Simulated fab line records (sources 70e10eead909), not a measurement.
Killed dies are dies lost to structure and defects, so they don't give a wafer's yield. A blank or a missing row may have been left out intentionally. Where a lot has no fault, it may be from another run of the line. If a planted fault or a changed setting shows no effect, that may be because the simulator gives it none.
Struck lot and sound lot, side by side || flow nand harc || 13 out of 1302 route steps
Sound: the wafers L998.1, L998.2, L998.5. Wafers struck: L990.2, L990.4, L990.6. The cause comes at the end.
Each step with rows lists, per side, the tool, then ch with its chambers, then its first start. Under that, the readings that differ: sound wafers || struck wafers || difference of the means || sigmas: that difference in standard deviations of wafers without a fault.
alike: words and numbers the same on both sides, and readings whose means are apart by under 2 such deviations; not compared: readings that were withheld, readings missing a value for some wafer, numbers with overlapping values and no deviation given by the record, and bounds like >300 which may hide the same value.
The two part at a step that has a row with sigmas, a row that says differs or no value, or rows on one side only. Numbers that have no deviation but don't overlap get no sigmas and don't part them. A reading missing from all wafers of one side parts the sides only when that side holds two or more wafers.

NHARC_P_CONTACT_CVD_23: deposits W, target thk 200 nm, time 557 s.
  sound on cvd w-02 ch 0,1; struck on cvd w-01 ch 0,1
{"reading": "heater power w (W)", "sound": "477 413 416", "struck": "569 620 613", "difference": "+165", "sigmas": "+2"}
  alike: throttle valve pct
NHARC_P_CONTACT_CMP_24: polishes, t overpolish 30 s, target thk 200 nm.
  sound on cmp-02 ch 0,1,2, day 13 12:14; struck on cmp-01 ch 1,2,3, day 10 03:49
  alike: motor current A, overpolish run s, time to endpoint s
following that, these wafers have no rows for 1 step: NHARC_P_CONTACT_SRD_26.
NHARC_P_CONTACT_INSPECT_27:
  sound: defect inspect-02 at day 13 12:37; struck: defect inspect-02 at day 10 04:13
  alike: raw defect count
then, 7 steps without rows for these wafers: NHARC_P_M0_DEP_00 (deposits SiOC, target thk 150 nm); NHARC_P_M0_DEHYDRATE_01 (time 120 s); NHARC_P_M0_HMDS_02 (time 30 s); NHARC_P_M0_COAT_33 (time 65 s); NHARC_P_M0_COAT_03 (resist thk 90 nm); NHARC_P_M0_SOFTBAKE_04 (time 55 s); NHARC_P_M0_EBR_05.
NHARC_P_M0_EXPOSE_06: exposes mask P M0, target cd 90 nm.
  struck on arfi scanner-01, day 10 04:59; sound on arfi scanner-03 ch 0, day 13 13:16
  no value came back on the struck wafers for exposure dose mJ cm2, focus offset nm (nm); on the sound wafers exposure dose mJ cm2 reads 81.25 81.24 81.05
  alike: mask
then, 1 step without rows for these wafers: NHARC_P_M0_PEB_07 (peb time 65 s).

== WHERE THEY PART ==
At NHARC_P_CONTACT_CVD_23 first; at NHARC_P_M0_EXPOSE_06 last (within this record only).

WHY: whatever the simulator had introduced
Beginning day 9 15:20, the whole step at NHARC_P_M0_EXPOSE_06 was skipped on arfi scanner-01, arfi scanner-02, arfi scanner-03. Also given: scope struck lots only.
